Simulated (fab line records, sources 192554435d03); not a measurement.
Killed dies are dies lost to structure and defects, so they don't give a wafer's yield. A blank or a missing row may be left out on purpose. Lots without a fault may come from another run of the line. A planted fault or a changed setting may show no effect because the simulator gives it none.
fab line records | flow n5_finfet
record lots=4 wafers=12 last_day=16
route steps=1938 shown FIN_SAQP@92 BEOL_M4@1111 PASSIVATION@1936
lots that met no fault: from a run of the same line without faults
start_h: hours from the record's first day to the start of the lot's first wafer shown | wait_h: hours since the lot's step before | " the same as in the row above | L1.1+2: a row that stands for several wafers | - no value, or no start given | * or withheld: withheld | < > ~ a bound
route shown NAME@n: a module of which the file shows steps, and the number in the route of the first | usual: mean/standard deviation of fault-free wafers | same: alike in all rows | chamber/n: place in a boat | sites: the reading at each site | _std_site: their standard deviation | _edge_site: outer sites' mean less inner sites' | radius_mm: how far each site lies from the wafer's centre | mask NAME#n: copy n | behind: the tool/chamber that last shaped the wafer | hold: why the lot was held/for how many hours/how that ended | device: the transistor (n, p or np) that didn't switch | end of line: the same wafers' tests at the end of the route | a step without rows: its recipe alone | killed: dies lost to structure and defects at the first sort, not the wafer's yield | map: a wafer's dies, x killed, . not, _ none there
set.NAME: the setting as run; set.NAME@STEP: as run at that earlier step | model.NAME: the simulator's own value behind a step, which no gauge read
lots at some steps of the route; a table a step, a row a wafer
services: from which hour (start_h, from the record's first day; less than 0 if before it) a tool's chamber was out of use, for how many hours, and why
## steps
# step N5_FIN_SAQP_PRECLEAN_44
# recipe chemistry=SC2 time_s=45 temp_c=35 mix=1:1:50
# step N5_FIN_SAQP_SRD_01
# recipe dry=ipa_marangoni time_s=30 temp_c=23 rinse_liquid=diw
# step N5_FIN_SAQP_ALD_61
# recipe material=SiO2 target_thk_a=40 temp_c=300 ald_precursor_family=BDEAS ald_co_reactant=O2-plasma pulse_time_s=1 purge_time_s=2 co_reactant_purge_time_s=2 ald_cycles=43 pressure_torr=2
# step N5_FIN_SAQP_DENSIFY_62
# recipe temp_c=700 time_s=60 ambient=N2 idle_temp_c=600 ramp_up_c_per_s=150 ramp_down_c_per_s=60 cool_to_c=600
# step N5_FIN_SAQP_HM_DEP_03
# recipe material=SiNx target_thk_a=380 temp_c=400 precursor=SiH4/NH3/N2 pressure_torr=1.5 rf_w=300 time_s=33.6
# step N5_FIN_SAQP_PECVD_47
# recipe material=a-Si target_thk_a=450 temp_c=400 precursor=SiH4/He pressure_torr=3 rf_w=100 time_s=36.3
# step N5_FIN_SAQP_PECVD_48
# recipe material=SiNx target_thk_a=250 temp_c=400 precursor=SiH4/NH3/N2 pressure_torr=1.5 rf_w=300 time_s=22.1
# step N5_FIN_SAQP_PECVD_06
# recipe material=a-Si target_thk_a=600 temp_c=400 precursor=SiH4/He pressure_torr=3 rf_w=100 time_s=48.1
# step N5_FIN_SAQP_HM_DEP_72
# recipe material=SiO2 target_thk_a=120 temp_c=400 precursor=SiH4/N2O pressure_torr=0.75 rf_w=275 time_s=7.2
# step N5_FIN_SAQP_COAT_49
# recipe resist=SOC temp_c=250 time_s=60 spin_rpm=1500 resist_thk_nm=100
# step N5_FIN_SAQP_COAT_50
# recipe resist=SiARC temp_c=220 time_s=60 spin_rpm=1500 resist_thk_nm=35
# usual spin_speed_rpm=1500.1/1
# columns lot.wafer tool chamber start_h wait_h spin_speed_rpm model.SiARC_of_FIN_SAQP_COAT_50.thk_nm
L603.2 litho_track-01 0 70.08 - 1500.5 35.15
L603.4 " 0 " " 1501.1 35.2
L603.5 " 0 " " 1500.9 35.21
L608.1 litho_track-01 0 99.76 - 1420.5 35.86
L608.5 " 0 " " 1418.9 35.71
L608.6 " 0 " " 1421.2 35.79
L610.1 litho_track-01 0 112.15 - 1421.2 36.01
L610.4 " 0 " " 1420.0 35.96
L610.5 " 0 " " 1420.9 36.05
L612.1 litho_track-05 0 123.32 - 1497.9 34.75
L612.3 " 0 " " 1499.7 34.78
L612.6 " 0 " " 1499.2 34.88
# step N5_FIN_SAQP_COAT_10
# recipe resist=CAR-ArF spin_rpm=1500 resist_thk_nm=90
# step N5_FIN_SAQP_EBR_12
# recipe solvent=PGMEA ebr_width_mm=1.5
# step N5_FIN_SAQP_SOFTBAKE_11
# recipe temp_c=110 time_s=60 resist=CAR-ArF
# step N5_FIN_SAQP_EXPOSE_13
# recipe mask_id=FIN_CORE na=1.35 source_shape=dipole sigma_inner=0.538 sigma_outer=0.738 polarization=te target_cd_nm=35.6 dose_mj=63.25
# step N5_FIN_SAQP_PEB_14
# recipe peb_temp_c=withheld peb_time_s=60 resist=CAR-ArF
# step N5_FIN_SAQP_DEVELOP_15
# recipe develop_time_s=30 developer=TMAH resist=CAR-ArF dev_temp_c=23 rinse_liquid=diw dry=air_spin
# step N5_FIN_SAQP_DESCUM_21
# recipe chemistry=O2 time_s=7.9 source_power_w=50 bias_power_w=20 pressure_mtorr=20 rf_frequency_hz=2.712e+07 temp_c=40 resist=CAR-ArF o2_flow_sccm=225
# step N5_FIN_SAQP_ETCH_51
# recipe chemistry=CF4 target=SiARC target_depth_a=455 mask_material=CAR-ArF time_s=75.8 ion_energy_ev=80 pressure_mtorr=40 source_w=545 bias_w=36 Ar_flow_sccm=100 cf4_flow_sccm=100 ends=cleared
# usual drypump_motor_current_A=5.6/0.63 etch_rf_on_time_s=75.8/1.8 oes_product_au=0.68/0.078 rf_vpp_V=183.3/0.97 showerhead_plenum_p_Torr=2.09/0.044 throttle_valve_pct=15.69/0.19
# columns lot.wafer tool chamber start_h wait_h drypump_motor_current_A etch_rf_on_time_s oes_product_au rf_hours_counter_h rf_vpp_V showerhead_plenum_p_Torr throttle_valve_pct model.etch.depth_nm model.CAR-ArF_of_FIN_SAQP_COAT_10.thk_nm
L603.2 rie_diel-03 2 70.59 0.0 4.8 75.5 0.59 252 183.1 2.10 15.62 35.15 50.75
L603.4 " 3 " " 6.5 79.0 0.58 - 181.8 2.03 15.77 35.2 50.7
L603.5 " 2 " " 4.8 75.5 0.59 - 183.6 2.10 15.62 35.21 50.73
L608.1 rie_diel-06 0 100.42 0.0 5.2 79.3 0.75 32 184.2 2.11 15.57 35.86 49.83
L608.5 " 3 " " 6.7 80.8 0.59 - 184.0 2.11 15.94 35.71 50.32
L608.6 " 0 " " 5.1 78.7 0.75 - 183.3 2.11 15.56 35.79 49.9
L610.1 rie_diel-04 2 112.94 0.0 5.9 76.6 0.61 201 183.0 2.13 15.85 36.01 49.54
L610.4 " 0 " " 5.5 78.1 0.65 121 183.0 2.07 15.61 35.96 50.08
L610.5 " 0 " " 5.5 78.6 0.66 - 182.5 2.07 15.60 36.05 50.09
L612.1 rie_diel-06 3 123.70 0.0 6.7 78.5 0.59 246 183.6 2.10 15.95 34.75 51.2
L612.3 " 2 " " 5.4 76.1 0.62 201 182.6 2.04 15.81 34.78 50.99
L612.6 " 0 " " 5.2 77.1 0.74 - 182.9 2.11 15.55 34.88 50.84
# step N5_FIN_SAQP_ETCH_52
# recipe chemistry=N2/H2 target=SOC target_depth_a=1000 overetch_a=200 mask_material=SiARC temp_c=40 time_s=150 ion_energy_ev=200 pressure_mtorr=30 source_w=840 bias_w=150 n2_flow_sccm=200 h2_flow_sccm=200 ends=end_point
# usual drypump_motor_current_A=5.6/0.63 oes_product_au=0.71/0.075 rf_vpp_V=522.0/1.6 showerhead_plenum_p_Torr=2.48/0.052 throttle_valve_pct=17.93/0.19
# columns lot.wafer tool chamber start_h wait_h drypump_motor_current_A oes_product_au rf_hours_counter_h rf_vpp_V showerhead_plenum_p_Torr throttle_valve_pct model.SiARC_of_FIN_SAQP_COAT_50.thk_nm
L603.2 rie_diel-03 2 70.64 0.0 4.8 0.61 252 523.1 2.52 17.96 29.07
L603.4 " 3 " " 6.5 0.62 - 518.7 2.39 17.86 29.44
L603.5 " 2 " " 4.8 0.62 - 522.5 2.52 17.96 29.17
L608.1 rie_diel-06 0 100.48 0.0 5.2 0.80 32 522.0 2.49 17.84 30.03
L608.5 " 3 " " 6.7 0.64 - 523.5 2.50 18.10 30.19
L608.6 " 0 " " 5.2 0.80 - 520.3 2.49 17.84 29.93
L610.1 rie_diel-04 2 113.00 0.0 5.9 0.64 201 524.0 2.52 18.06 30.06
L610.4 " 0 " " 5.5 0.69 121 521.8 2.45 17.83 30.2
L610.5 " 0 " " 5.5 0.69 - 522.3 2.45 17.82 30.26
L612.1 rie_diel-06 3 123.75 0.0 6.7 0.63 246 523.0 2.50 18.12 29.23
L612.3 " 2 " " 5.4 0.66 201 520.8 2.43 18.16 29.1
L612.6 " 0 " " 5.2 0.79 - 521.5 2.49 17.85 29.1
# step N5_FIN_SAQP_STRIP_53
# recipe chemistry=N2/H2 temp_c=40 n2_flow_sccm=200 h2_flow_sccm=200 rf_frequency_hz=6e+07
# step N5_BEOL_M4_RC_MEAS_101
# usual DIBL_N=36.0/1.6 DIBL_P=36.1/2 IOFF_N=0.160/0.029 IOFF_P=0.21/0.039 ION_N=675/13 ION_P=464/8.8 SS_N=71.5/0.58 SS_P=73.3/0.65 VT_N=250/3.3 VT_P=-249/3.6
# columns lot.wafer tool chamber start_h wait_h DIBL_N[mV/V] DIBL_P[mV/V] IOFF_N[nA/um] IOFF_P[nA/um] ION_N[uA/um] ION_P[uA/um] SS_N[mV/dec] SS_P[mV/dec] VT_N[mV] VT_P[mV]
L603.2 prober-01 0 220.12 0.2 37.2 38.4 0.187 0.22 691 466 71.3 73.4 248 -250
L603.4 " 0 " " 34.9 36.0 0.141 0.19 660 454 71.3 72.4 252 -254
L603.5 " 0 " " 35.6 36.9 0.153 0.20 671 463 70.6 73.3 250 -252
L608.1 prober-01 0 238.30 0.0 34.3 33.0 0.147 0.19 674 464 71.0 73.0 250 -248
L608.5 " 0 " " 35.2 35.4 0.157 0.21 670 460 70.6 73.1 247 -248
L608.6 " 0 " " 36.9 36.1 0.189 0.24 674 463 70.8 73.1 247 -244
L610.1 prober-01 0 264.87 0.0 36.4 35.4 0.150 0.17 661 451 70.8 73.2 249 -254
L610.4 " 0 " " 37.1 36.9 0.173 0.20 675 453 71.7 73.7 247 -252
L610.5 " 0 " " 39.3 38.7 0.223 0.23 694 459 71.8 73.7 244 -251
L612.1 prober-01 0 268.08 0.0 35.8 36.9 0.169 0.20 693 470 71.8 73.4 248 -249
L612.3 " 0 " " 36.0 37.0 0.182 0.21 694 475 71.1 73.8 245 -248
L612.6 " 0 " " 36.5 38.0 0.188 0.21 694 474 71.4 73.8 247 -248
# step N5_PASSIVATION_PROBE_49
# usual defect_limited_yield=91.0/1.3 killed_at_M0_to_M3=36/9.5 killed_at_M4_up=14/5.6 killed_at_contacts=12/6.4 killed_at_front_end=40/10 killed_at_other=3.2/3 killed_dies=107/15 killed_open=69/12 killed_short=35/7.7 sort_bin_5_function=5.3/0.91 sort_bin_6_memory=3.3/0.65 sort_bin_8_speed=0.00/0.012 sort_n_pass=1073/15 sort_yield_pct=91.0/1.3
# same gross_dies=1180 killed_at_back_side=0 sort_bin_4_leakage[%]=0
# columns lot.wafer tool chamber start_h wait_h defect_limited_yield[%] killed_at_M0_to_M3 killed_at_M4_up killed_at_contacts killed_at_front_end killed_at_other killed_dies killed_open killed_short sort_bin_5_function[%] sort_bin_6_memory[%] sort_bin_8_speed[%] sort_n_pass sort_yield_pct[%]
L603.2 prober-02 - 335.80 0.1 92.5 31 22 3 33 0 89 58 29 4.9 2.6 0 1091 92.5
L603.4 prober-02 - 335.90 0.2 90.4 38 21 9 45 0 113 68 43 4.8 4.5 0 1067 90.4
L608.1 prober-02 - 354.61 0.0 88.8 34 16 18 59 5 132 85 43 7.2 3.8 0 1048 88.8
L608.5 prober-02 - 354.81 0.2 89.7 45 17 11 47 2 122 73 44 5.3 4.7 0 1058 89.7
L608.6 prober-02 - 354.86 0.3 88.6 49 15 29 40 1 134 76 39 5.7 4.2 0 1046 88.6
L612.1 prober-02 - 381.73 0.0 92.4 35 7 13 33 2 90 59 20 4.2 2.6 0 1090 92.4
L612.3 prober-02 - 381.83 0.1 90.3 37 16 15 44 2 114 72 39 6.3 3.2 0 1066 90.3
L612.6 prober-02 - 381.98 0.3 91.9 29 12 11 43 1 96 68 27 4.7 3.2 0 1084 91.9
L610.1 prober-02 - 385.74 0.0 91.3 27 12 6 52 6 103 58 41 4.8 3.5 0 1077 91.3
L610.4 prober-02 - 385.89 0.2 91.4 24 21 14 40 2 101 75 24 5.3 3.1 0 1079 91.4
L610.5 prober-02 - 385.94 0.2 90.7 29 33 12 30 6 110 78 32 5.3 4.1 0 1070 90.7
# killed by level:class
L603.2 BEOL_M0_SAQP:geometric_particle:open=14 BEOL_M0_SAQP:geometric_particle:short=9 FIN_SAQP:geometric_particle:short=7 BEOL_M4:geometric_particle:open=6 STI_FIN_REVEAL:geometric_particle:open=6 BEOL_M3:geometric_particle:open=5 STARTING-WAFER:geometric_particle:short=5 FIN_SAQP:geometric_particle:open=4
L603.4 BEOL_M0_SAQP:geometric_particle:short=10 BEOL_M1:geometric_particle:open=9 BEOL_M0_SAQP:geometric_particle:open=8 FIN_SAQP:geometric_particle:open=6 FIN_SAQP:geometric_particle:short=6 GATE_CUT:geometric_particle:short=6 GATE_CUT:geometric_particle:open=6 MOL_CONTACT_COAG:geometric_particle:open=6
L608.1 STI_FIN_REVEAL:geometric_particle:open=15 MOL_CONTACT_COAG:geometric_particle:open=11 GATE_CUT:geometric_particle:short=10 BEOL_M2:geometric_particle:open=9 BEOL_M3:geometric_particle:open=8 MOL_CONTACT_COAG:geometric_particle:short=7 FIN_SAQP:geometric_particle:short=6 STARTING-WAFER:geometric_particle:open=6
L608.5 BEOL_M0_SAQP:geometric_particle:open=14 STI_FIN_REVEAL:geometric_particle:open=11 BEOL_M2:geometric_particle:open=9 MOL_CONTACT_COAG:geometric_particle:open=8 BEOL_M0_SAQP:geometric_particle:short=8 GATE_CUT:geometric_particle:short=6 DUMMY_GATE:geometric_particle:open=5 FIN_SAQP:geometric_particle:short=4
L608.6 MOL_CONTACT_COAG:geometric_particle:open=23 BEOL_M0_SAQP:geometric_particle:short=12 HKMG_FIN:area_etch=12 BEOL_M0_SAQP:geometric_particle:open=11 BEOL_M2:geometric_particle:open=11 STI_FIN_REVEAL:geometric_particle:open=8 MOL_CONTACT_COAG:geometric_particle:short=6 BEOL_M3:geometric_particle:open=5
L612.1 STI_FIN_REVEAL:geometric_particle:open=14 BEOL_M3:geometric_particle:open=14 MOL_CONTACT_COAG:geometric_particle:open=10 HKMG_FIN:area_etch=7 BEOL_M1:geometric_particle:open=5 BEOL_M3:geometric_particle:short=5 BEOL_M2:geometric_particle:open=4 MOL_CONTACT_COAG:geometric_particle:short=3
L612.3 STI_FIN_REVEAL:geometric_particle:open=15 MOL_CONTACT_COAG:geometric_particle:open=10 BEOL_M2:geometric_particle:open=8 BEOL_M3:geometric_particle:open=7 BEOL_M4:geometric_particle:open=7 FIN_SAQP:geometric_particle:short=6 STI_FIN_REVEAL:geometric_particle:short=5 BEOL_M0_SAQP:geometric_particle:short=5
L612.6 STI_FIN_REVEAL:geometric_particle:open=12 BEOL_M1:geometric_particle:open=10 MOL_CONTACT_COAG:geometric_particle:open=8 DUMMY_GATE:geometric_particle:open=7 BEOL_M4:geometric_particle:open=7 FIN_SAQP:geometric_particle:short=6 STI_FIN_REVEAL:geometric_particle:short=5 BEOL_M3:geometric_particle:open=5
L610.1 FIN_SAQP:geometric_particle:short=16 FIN_SAQP:geometric_particle:open=13 STI_FIN_REVEAL:geometric_particle:open=6 DUMMY_GATE:geometric_particle:open=6 BEOL_M1:geometric_particle:open=6 MOL_CONTACT_COAG:geometric_particle:open=5 BEOL_M0_SAQP:geometric_particle:open=5 BEOL_M0_SAQP:geometric_particle:short=5
L610.4 STI_FIN_REVEAL:geometric_particle:open=13 BEOL_M2:geometric_particle:open=13 MOL_CONTACT_COAG:geometric_particle:open=12 BEOL_M4:geometric_particle:open=6 DUMMY_GATE:geometric_particle:open=5 DUMMY_GATE:geometric_particle:short=4 BEOL_M4:geometric_particle:short=4 GATE_CUT:geometric_particle:short=3
L610.5 BEOL_M4:geometric_particle:open=19 MOL_CONTACT_COAG:geometric_particle:open=11 FIN_SAQP:geometric_particle:open=10 BEOL_M2:geometric_particle:open=7 BEOL_M0_SAQP:geometric_particle:short=6 STI_FIN_REVEAL:geometric_particle:open=5 BEOL_M0_SAQP:geometric_particle:open=5 BEOL_M4:geometric_particle:short=5
## services
# columns tool chamber start_h hours kind
rie_diel-03 0 54.03 - clean
rie_diel-03 0 54.03 - consumable_replace:focus_ring
rie_diel-03 0 54.03 24.2 scheduled_down
rie_diel-03 0 54.03 24.2 vent_cycle
rie_diel-03 2 78.36 - clean
rie_diel-03 2 78.36 - consumable_replace:focus_ring
rie_diel-03 2 78.36 23.1 scheduled_down
rie_diel-03 2 78.36 23.1 vent_cycle
rie_diel-06 3 81.71 6.0 repair
rie_diel-03 - 97.60 2.8 pm
rie_diel-03 3 101.64 - clean
rie_diel-03 3 101.64 - consumable_replace:focus_ring
rie_diel-03 3 101.64 - consumable_replace:showerhead
rie_diel-03 3 101.64 20.1 scheduled_down
rie_diel-03 3 101.64 20.1 vent_cycle
rie_diel-04 1 120.81 9.9 repair
## key
first_sign step=N5_FIN_SAQP_COAT_50 reading=spin_speed_rpm direction=down sigmas=80 usual=* struck=*
effect none on later readings
model_effect step=N5_FIN_SAQP_COAT_50 value=SiARC_of_FIN_SAQP_COAT_50.thk_nm without=34.93 struck=35.9
model_effect step=N5_FIN_SAQP_ETCH_51 value=etch.depth_nm without=34.93 struck=35.9
model_effect step=N5_FIN_SAQP_ETCH_52 value=SiARC_of_FIN_SAQP_COAT_50.thk_nm without=29.14 struck=30.11
met_at N5_FIN_SAQP_COAT_50
struck_wafers L608.1,L608.5,L608.6,L610.1,L610.4,L610.5
baseline_loss step=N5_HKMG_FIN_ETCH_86 wafers=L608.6
onset_between 70.08 99.76
fault kind=process_parameter_drift tool=litho_track-01 chamber=- onset_h=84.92 steps=N5_FIN_SAQP_COAT_50 channel=spin_rpm offset=* shape=step end_h=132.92 acts_in=* stated=*
# baseline_loss: these wafers lose ten dies or more at that step, a loss of the line's own and not of a fault; the sort's usual values leave them out
